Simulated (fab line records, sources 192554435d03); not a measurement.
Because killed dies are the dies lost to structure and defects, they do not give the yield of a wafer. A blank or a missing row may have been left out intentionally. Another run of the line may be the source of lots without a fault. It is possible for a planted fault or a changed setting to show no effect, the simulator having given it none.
fab line records	flow n5_finfet
record lots=7	wafers=21	last_day=18
route steps=1938 shown SDB@370 DUMMY_REMOVAL@377 BEOL_M4@1111
lots with no fault: from the same line, run without faults
start_h: hours from the record's opening day to when the first of the lot's shown wafers began	wait_h: hours elapsed since this lot's preceding step	" identical to the entry in the row above	L1.1+2: one row covering several wafers at once	- value missing, or start not given	* or withheld: withheld	< > ~ a bound
route shown NAME@n: NAME is a module with steps in the file, n the number in the route of the first one	usual: average and standard deviation across the fault-free wafers	same: alike in all rows	chamber/n: place in a boat	sites: the reading at each site	_std_site: the standard deviation of these	_edge_site: mean of outer sites minus mean of inner sites	radius_mm: how far each site lies from the wafer's centre	mask NAME#n: copy n	behind: the last tool/chamber to shape the wafer	hold: why the lot went on hold/how many hours it stayed there/how the hold came to an end	device: the transistor (n, p or np) that didn't switch	end of line: the same wafers' tests at the end of the route	for a step that has no rows: nothing shown but its recipe	killed: the dies lost at the first sort to structure and to defects; this is not the yield of the wafer	map: per-die view of a wafer (x killed, . not killed, _ where there is no die)
set.NAME: the setting the step ran with; set.NAME@STEP: the setting that earlier step ran with	model.NAME: the simulator's own value behind a step, which no gauge read
lots at selected steps of the route; one table per step, one row per wafer
services: the hour from which a tool's chamber was out of use, counted from the record's first day as start_h (under 0 if before that day), plus the number of hours and why
## steps
# step N5_SDB_PRECLEAN_38
# recipe chemistry=dHF	time_s=10	dilution=750:1	temp_c=25
# step N5_SDB_PRECLEAN_39
# recipe chemistry=O3/DIW	time_s=45	temp_c=22	o3_ppm=10
# step N5_SDB_SRD_28
# recipe dry=ipa_marangoni	time_s=30	temp_c=23	rinse_liquid=diw
# step N5_SDB_ALD_29
# recipe material=SiNx	target_thk_a=300	temp_c=400	ald_precursor_family=SiH2I2	ald_co_reactant=N2/H2-plasma	pulse_time_s=1	ald_cycles=600	purge_time_s=2	co_reactant_purge_time_s=2	pressure_torr=2
# usual heater_power_w=866/110	precursor_pulse_height_rel=1.000/0.02
lot.wafer	tool	chamber	start_h	wait_h	heater_power_w	precursor_pulse_height_rel
L419.2	ald_sin-02	3	78.24	0.2	883	0.998
L419.3	"	1	"	"	835	1.011
L419.6	"	3	79.60	1.5	873	1.013
L424.3	ald_sin-03	2	110.94	0.0	1005	0.985
L424.4	"	1	"	"	726	0.990
L424.6	"	1	112.29	1.4	728	1.014
L425.1	ald_sin-03	2	118.93	0.0	1006	1.010
L425.2	"	3	"	"	690	0.989
L425.5	"	3	120.28	1.4	671	0.994
L426.1	ald_sin-04	2	120.46	0.0	860	0.962
L426.3	"	0	"	"	928	1.008
L426.5	"	2	121.81	1.4	862	0.987
L437.1	ald_sin-03	1	190.25	0.0	731	0.992
L437.3	"	2	"	"	1050	0.977
L437.6	"	2	191.61	1.4	1053	0.984
L438.1	ald_sin-03	3	195.07	0.0	707	1.052
L438.2	"	0	"	"	954	0.997
L438.4	"	1	"	"	736	0.989
L440.2	ald_sin-02	1	207.89	0.0	851	1.040
L440.3	"	2	"	"	884	1.023
L440.4	"	0	209.25	1.4	737	0.981
# step N5_SDB_CMP_30
# recipe stop_on=poly-Si	t_overpolish_s=1.54	post_cmp_clean=alkaline_brush	down_force_psi=4.1491	platen_rpm=51.796	pad_velocity_m_s=1.0306	target_thk_nm=30
# usual motor_current_A=13.0/0.94	overpolish_run_s=1.539/0.0092	slurry_filter_dp_kPa=13.49/0.13	time_to_endpoint_s=19.4/2.9
lot.wafer	tool	chamber	start_h	wait_h	motor_current_A	overpolish_run_s	slurry_filter_dp_kPa	time_to_endpoint_s
L419.3	cmp-02	1	81.01	1.4	13.5	1.548	13.77	17.0
L419.2	"	3	"	"	14.6	1.538	13.63	19.2
L419.6	"	0	"	"	13.4	1.544	13.37	15.5
L424.4	cmp-02	3	113.71	1.4	15.5	1.548	13.57	23.5
L424.3	"	0	"	"	13.8	1.528	13.55	20.3
L424.6	"	3	"	"	14.8	1.553	13.40	20.2
L425.1	cmp-03	0	121.70	1.4	12.5	1.548	13.69	25.2
L425.2	"	1	"	"	12.0	1.543	13.45	19.2
L425.5	"	3	"	"	13.8	1.550	13.34	17.4
L426.3	cmp-04	1	123.19	1.4	11.8	1.525	13.48	19.2
L426.1	"	0	"	"	12.4	1.554	13.57	18.2
L426.5	"	1	"	"	11.6	1.545	13.56	18.4
L437.1	cmp-04	3	192.99	1.4	12.8	1.521	13.62	23.9
L437.3	"	2	"	"	12.3	1.537	13.55	20.4
L437.6	"	3	"	"	12.8	1.528	13.37	23.2
L438.2	cmp-02	2	197.80	1.4	13.8	1.540	13.46	20.0
L438.4	"	3	"	"	14.7	1.542	13.67	23.9
L438.1	"	0	"	"	12.7	1.545	13.48	19.9
L440.3	cmp-02	0	210.67	1.4	13.5	1.538	13.38	18.2
L440.4	"	1	"	"	12.7	1.524	13.43	19.4
L440.2	"	2	"	"	14.0	1.539	13.64	19.0
# step N5_SDB_THK_MEAS_31
# recipe reads=a-Si_of_DUMMY_GATE_CVD_03
# usual SDB_THK=64.2/1.2
lot.wafer	tool	chamber	start_h	wait_h	SDB_THK[nm]
L419.2	film_metro-02	-	81.27	-	61.7
L419.3	"	-	"	"	64.2
L419.6	"	-	"	"	62.4
L424.3	film_metro-02	-	113.96	-	63.7
L424.4	"	-	"	"	63.7
L424.6	"	-	"	"	65.3
L425.1	film_metro-02	-	121.96	-	63.2
L425.2	"	-	"	"	64.7
L425.5	"	-	"	"	65.6
L426.1	film_metro-02	-	123.49	-	64.3
L426.3	"	-	"	"	64.4
L426.5	"	-	"	"	65.3
L437.1	film_metro-01	-	193.28	-	64.1
L437.3	"	-	"	"	62.8
L437.6	"	-	"	"	62.7
L438.1	film_metro-01	-	198.10	-	66.3
L438.2	"	-	"	"	63.6
L438.4	"	-	"	"	64.1
L440.2	film_metro-02	-	210.92	-	65.7
L440.3	"	-	"	"	65.8
L440.4	"	-	"	"	64.4
# step N5_SDB_INSPECT_36
# recipe inspect_instrument=darkfield	mode=post_cmp
# usual raw_defect_count=38/17
lot.wafer	tool	chamber	start_h	wait_h	raw_defect_count
L419.2	defect_inspect-01	-	81.30	0.0	23
L419.3	"	-	"	"	28
L419.6	"	-	"	"	15
L424.3	defect_inspect-01	-	113.99	0.0	29
L424.4	"	-	"	"	36
L424.6	"	-	"	"	51
L425.1	defect_inspect-01	-	121.98	0.0	93
L425.2	"	-	"	"	89
L425.5	"	-	"	"	54
L426.1	defect_inspect-01	-	123.51	0.0	53
L426.3	"	-	"	"	57
L426.5	"	-	"	"	57
L437.1	defect_inspect-02	-	193.31	0.0	29
L437.3	"	-	"	"	43
L437.6	"	-	"	"	26
L438.1	defect_inspect-02	-	198.12	0.0	33
L438.2	"	-	"	"	32
L438.4	"	-	"	"	43
L440.2	defect_inspect-02	-	210.95	0.0	31
L440.3	"	-	"	"	32
L440.4	"	-	"	"	34
# step N5_DUMMY_REMOVAL_HM_STRIP_01
# recipe chemistry=CH3F/O2	material=SiNx	target_depth_a=40	stop_on=poly-Si	time_s=6.8	over_etch_frac=0.3	ion_energy_ev=60	power_w=410	bias_w=29	Ar_flow_sccm=150	CH3F_flow_sccm=30	O2_flow_sccm=20
# usual drypump_motor_current_A=5.8/0.5	oes_product_au=0.62/0.062	rf_vpp_V=127.5/1	showerhead_plenum_p_Torr=2.00/0.076	throttle_valve_pct=16.40/0.27
lot.wafer	tool	chamber	start_h	wait_h	drypump_motor_current_A	oes_product_au	rf_hours_counter_h	rf_vpp_V	showerhead_plenum_p_Torr	throttle_valve_pct
L419.2	rie_diel-02	2	81.33	0.0	5.5	0.60	189	125.5	1.89	16.23
L419.3	"	1	"	"	6.2	0.62	163	128.4	2.01	16.32
L419.6	"	1	"	"	6.2	0.62	-	128.2	2.01	16.32
L424.3	rie_diel-01	3	114.02	0.0	6.6	0.61	151	127.3	2.09	16.58
L424.4	"	2	"	"	5.7	0.59	216	129.3	1.98	16.78
L424.6	"	0	"	"	5.5	0.76	-	128.1	2.04	16.01
L425.1	rie_diel-03	2	122.06	0.1	5.3	0.58	212	128.1	2.06	16.58
L425.2	"	0	"	"	5.6	0.59	204	126.5	2.08	16.85
L425.5	"	0	"	"	5.7	0.60	-	128.5	2.08	16.83
L426.1	rie_diel-01	1	123.72	0.2	6.6	0.58	208	125.7	1.90	16.09
L426.3	"	0	"	"	5.6	0.75	11	128.5	2.04	16.01
L426.5	"	3	"	"	6.6	0.60	-	128.5	2.09	16.58
L437.1	rie_diel-01	3	193.34	0.0	6.6	0.58	173	127.7	2.09	16.62
L437.3	"	2	"	"	5.7	0.58	239	127.4	1.97	16.79
L437.6	"	0	"	"	5.6	0.72	-	128.8	2.03	16.05
L438.1	rie_diel-01	0	198.16	0.0	5.6	0.72	32	128.3	2.03	16.04
L438.2	"	2	"	"	5.7	0.57	241	128.1	1.97	16.81
L438.4	"	1	"	"	6.6	0.57	230	126.9	1.90	16.13
L440.2	rie_diel-03	0	210.98	0.0	5.7	0.58	230	128.6	2.07	16.87
L440.3	"	1	"	"	5.7	0.60	192	126.0	1.90	16.56
L440.4	"	2	"	"	5.3	0.56	239	127.7	2.05	16.63
# step N5_DUMMY_REMOVAL_STRIP_10
# recipe chemistry=N2/H2	time_s=40	power_w=100	temp_c=40	pressure_mtorr=100	rf_frequency_hz=6e+07	bias_power_w=3	n2_flow_sccm=300	h2_flow_sccm=300
# usual bias_power_w=3.000/0.0091	drypump_motor_current_A=5.8/0.5	n2_flow_sccm=300.1/0.91	oes_product_au=0.77/0.079	rf_vpp_V=45.2/0.86	showerhead_plenum_p_Torr=3.37/0.11	throttle_valve_pct=12.3/0.3
lot.wafer	tool	chamber	start_h	wait_h	bias_power_w	drypump_motor_current_A	n2_flow_sccm	oes_product_au	rf_hours_counter_h	rf_vpp_V	showerhead_plenum_p_Torr	throttle_valve_pct
L419.2	rie_diel-02	2	81.36	0.0	3.008	5.6	299.6	0.75	189	44.5	3.22	12.2
L419.3	"	1	"	"	2.998	6.3	300.5	0.75	163	46.1	3.38	12.2
L419.6	"	1	"	"	2.999	6.3	301.5	0.75	-	46.4	3.38	12.3
L424.3	rie_diel-01	3	114.06	0.0	2.980	6.6	300.0	0.76	151	46.0	3.52	12.5
L424.4	"	2	"	"	2.995	5.7	300.2	0.72	216	47.0	3.31	12.6
L424.6	"	0	"	"	3.004	5.5	300.5	0.94	-	44.7	3.44	11.8
L425.1	rie_diel-03	2	122.09	0.0	2.997	5.3	299.5	0.71	212	47.5	3.45	12.3
L425.2	"	0	"	"	2.985	5.7	299.3	0.73	204	44.4	3.48	12.6
L425.5	"	0	"	"	2.999	5.7	299.4	0.73	-	45.5	3.48	12.6
L426.1	rie_diel-01	1	123.75	0.0	2.984	6.6	299.2	0.69	208	46.4	3.20	12.1
L426.3	"	0	"	"	2.989	5.6	302.1	0.93	11	44.8	3.43	11.8
L426.5	"	3	"	"	2.998	6.6	298.1	0.75	-	46.6	3.52	12.5
L437.1	rie_diel-01	3	193.38	0.0	3.002	6.6	301.0	0.75	173	45.9	3.51	12.6
L437.3	"	2	"	"	2.994	5.7	299.6	0.71	239	43.5	3.30	12.6
L437.6	"	0	"	"	3.001	5.6	300.0	0.90	-	46.0	3.42	11.8
L438.1	rie_diel-01	0	198.19	0.0	2.991	5.5	300.1	0.90	32	44.7	3.42	11.8
L438.2	"	2	"	"	2.997	5.7	300.0	0.71	241	45.1	3.30	12.6
L438.4	"	1	"	"	3.001	6.6	300.7	0.68	230	45.7	3.19	12.1
L440.2	rie_diel-03	0	211.02	0.0	2.998	5.6	300.5	0.71	230	45.9	3.47	12.7
L440.3	"	1	"	"	2.982	5.7	300.1	0.74	192	45.2	3.24	12.6
L440.4	"	2	"	"	2.989	5.3	299.8	0.70	239	44.7	3.44	12.4
# step N5_DUMMY_REMOVAL_PRECLEAN_07
# recipe chemistry=dHF	time_s=30	temp_c=25	dilution=withheld
# step N5_DUMMY_REMOVAL_DUMMY_REMOVE_02
# recipe chemistry=TMAH	temp_c=70	target=poly-Si	stop_on=SiO2	target_depth_nm=142	conc_wt_pct=5	time_s=57	dry=ipa_marangoni	rinse_time_s=30	rinse_temp_c=23
# step N5_DUMMY_REMOVAL_INSPECT_06
# recipe inspect_instrument=brightfield	mode=aei
# usual raw_defect_count=12/5.3
lot.wafer	tool	chamber	start_h	wait_h	raw_defect_count
L419.2	defect_inspect-02	-	81.53	0.0	12
L419.3	"	-	"	"	12
L419.6	"	-	"	"	10
L424.3	defect_inspect-01	-	114.22	0.0	9
L424.4	"	-	"	"	10
L424.6	"	-	"	"	13
L425.1	defect_inspect-01	-	122.26	0.0	22
L425.2	"	-	"	"	12
L425.5	"	-	"	"	17
L426.1	defect_inspect-02	-	123.92	0.0	15
L426.3	"	-	"	"	24
L426.5	"	-	"	"	21
L437.1	defect_inspect-01	-	193.54	0.0	4
L437.3	"	-	"	"	6
L437.6	"	-	"	"	8
L438.1	defect_inspect-02	-	198.35	0.0	7
L438.2	"	-	"	"	11
L438.4	"	-	"	"	5
L440.2	defect_inspect-01	-	211.18	0.0	9
L440.3	"	-	"	"	6
L440.4	"	-	"	"	15
# step N5_DUMMY_REMOVAL_PRECLEAN_08
# recipe chemistry=NF3:NH3	afs_cycles=2	temp_c=30	time_s=20	sublimation_temp_c=180	sublimation_time_s=60	pressure_torr=3	rf_power_w=30
# usual sublimation_temp_c=180.03/0.17	temp_c=29.97/0.11
# same afs_cycles=2
lot.wafer	tool	chamber	start_h	wait_h	sublimation_temp_c	temp_c
L419.2	remote_plasma-01	1	81.59	0.1	180.00	30.16
L419.3	"	1	"	"	180.08	30.04
L419.6	"	1	"	"	180.12	30.07
L424.3	remote_plasma-02	0	114.32	0.1	180.07	32.31
L424.4	"	0	"	"	180.09	32.28
L424.6	"	0	"	"	179.97	32.27
L425.1	remote_plasma-02	0	122.29	0.0	179.95	32.13
L425.2	"	0	"	"	179.98	32.36
L425.5	"	0	"	"	179.76	32.31
L426.1	remote_plasma-02	1	123.96	0.0	179.92	32.26
L426.3	"	1	"	"	179.84	32.20
L426.5	"	1	"	"	180.07	32.16
L437.1	remote_plasma-01	0	193.58	0.0	180.18	29.95
L437.3	"	0	"	"	180.34	29.82
L437.6	"	0	"	"	180.15	29.95
L438.1	remote_plasma-01	0	198.39	0.0	179.78	29.92
L438.2	"	0	"	"	180.01	29.73
L438.4	"	0	"	"	180.03	29.85
L440.2	remote_plasma-02	1	211.25	0.1	179.87	30.08
L440.3	"	1	"	"	179.92	29.85
L440.4	"	1	"	"	180.08	29.94
# step N5_DUMMY_REMOVAL_PRECLEAN_04
# recipe chemistry=DHF	time_s=37	temp_c=25	dilution=500:1
# step N5_BEOL_M4_RC_MEAS_101
# usual DIBL_N=36.0/2.5	DIBL_P=36.7/3	IOFF_N=0.16/0.043	IOFF_P=0.21/0.049	ION_N=673/15	ION_P=461/9.8	SS_N=71.5/0.83	SS_P=73.4/0.83	VT_N=250/4	VT_P=-251/4
lot.wafer	tool	chamber	start_h	wait_h	DIBL_N[mV/V]	DIBL_P[mV/V]	IOFF_N[nA/um]	IOFF_P[nA/um]	ION_N[uA/um]	ION_P[uA/um]	SS_N[mV/dec]	SS_P[mV/dec]	VT_N[mV]	VT_P[mV]
L419.2	prober-02	0	180.71	0.2	32.6	33.0	0.11	0.15	676	463	70.9	73.1	252	-255
L419.3	"	0	"	"	36.9	37.1	0.17	0.21	661	450	71.1	73.8	250	-251
L419.6	"	0	"	"	38.8	39.5	0.21	0.25	672	463	71.7	74.5	246	-250
L424.3	prober-02	0	212.98	0.3	38.3	42.0	0.26	0.29	696	470	74.2	74.6	245	-246
L424.4	"	0	"	"	33.0	37.2	0.14	0.20	666	459	71.0	73.7	249	-249
L424.6	"	0	"	"	32.8	35.5	0.13	0.17	658	446	71.3	72.9	252	-254
L425.1	prober-01	0	216.05	0.0	37.7	39.0	0.17	0.24	670	458	71.6	75.1	251	-251
L425.2	"	0	"	"	37.1	39.1	0.18	0.24	667	459	71.8	74.5	250	-251
L425.5	"	0	"	"	39.5	41.2	0.22	0.28	674	459	72.5	74.8	249	-250
L426.1	prober-01	0	218.09	0.0	34.4	36.7	0.15	0.18	674	454	71.7	73.1	250	-254
L426.3	"	0	"	"	33.0	33.5	0.11	0.14	651	447	70.3	73.2	253	-252
L426.5	"	0	"	"	34.5	35.9	0.14	0.17	659	453	71.0	73.5	251	-253
L437.1	prober-01	0	295.98	0.0	36.8	37.8	0.19	0.24	669	461	71.8	73.0	247	-247
L437.3	"	0	"	"	37.7	39.8	0.22	0.29	701	474	72.4	74.1	242	-244
L437.6	"	0	"	"	35.7	35.9	0.17	0.21	662	451	72.0	73.8	248	-250
L438.1	prober-01	0	305.14	0.0	36.1	36.6	0.15	0.21	660	462	72.1	73.6	250	-249
L438.2	"	0	"	"	34.3	34.1	0.12	0.18	654	453	72.2	72.7	252	-251
L438.4	"	0	"	"	39.4	41.6	0.26	0.32	713	488	73.3	74.2	240	-244
L440.2	prober-01	0	325.48	0.2	35.5	36.3	0.13	0.16	666	456	71.7	72.6	255	-257
L440.3	"	0	"	"	36.5	37.3	0.14	0.17	651	443	71.4	73.3	255	-254
L440.4	"	0	"	"	30.5	30.2	0.08	0.10	635	435	69.7	71.2	258	-264
## services
tool	chamber	start_h	hours	kind
cmp-02	-	54.90	4.0	pm
rie_diel-01	0	55.60	-	clean
rie_diel-01	0	55.60	-	consumable_replace:focus_ring
rie_diel-01	0	55.60	23.9	scheduled_down
rie_diel-01	0	55.60	23.9	vent_cycle
cmp-03	-	57.67	6.3	pm
cmp-02	-	58.90	-	consumable_replace:conditioner
cmp-02	-	58.90	-	consumable_replace:pad
cmp-03	-	64.00	11.1	pm
rie_diel-03	1	76.00	12.8	repair
rie_diel-01	-	94.55	4.1	repair
cmp-04	-	103.02	4.0	pm
cmp-04	-	107.02	-	consumable_replace:conditioner
cmp-04	-	107.02	-	consumable_replace:pad
cmp-03	-	152.50	1.3	repair
ald_sin-02	2	161.86	7.6	repair
ald_sin-04	-	179.19	14.0	pm
ald_sin-04	0	179.19	14.0	vent_cycle
ald_sin-04	1	179.19	14.0	vent_cycle
ald_sin-04	2	179.19	14.0	vent_cycle
ald_sin-04	3	179.19	14.0	vent_cycle
ald_sin-04	0	193.19	-	clean
ald_sin-02	3	202.23	16.0	repair
rie_diel-02	-	204.96	14.6	pm
## key
first_sign step=N5_DUMMY_REMOVAL_PRECLEAN_08	reading=temp_c	direction=up	sigmas=21	usual=*	struck=*
effect none on later readings
met_at N5_DUMMY_REMOVAL_PRECLEAN_08
struck_wafers L424.3,L424.4,L424.6,L425.1,L425.2,L425.5,L426.1,L426.3,L426.5
fault kind=process_parameter_drift	tool=remote_plasma-02	chamber=-	onset_h=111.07	steps=N5_DUMMY_REMOVAL_PRECLEAN_08	channel=temp_c	offset=*	shape=step	end_h=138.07	acts_in=*	stated=*
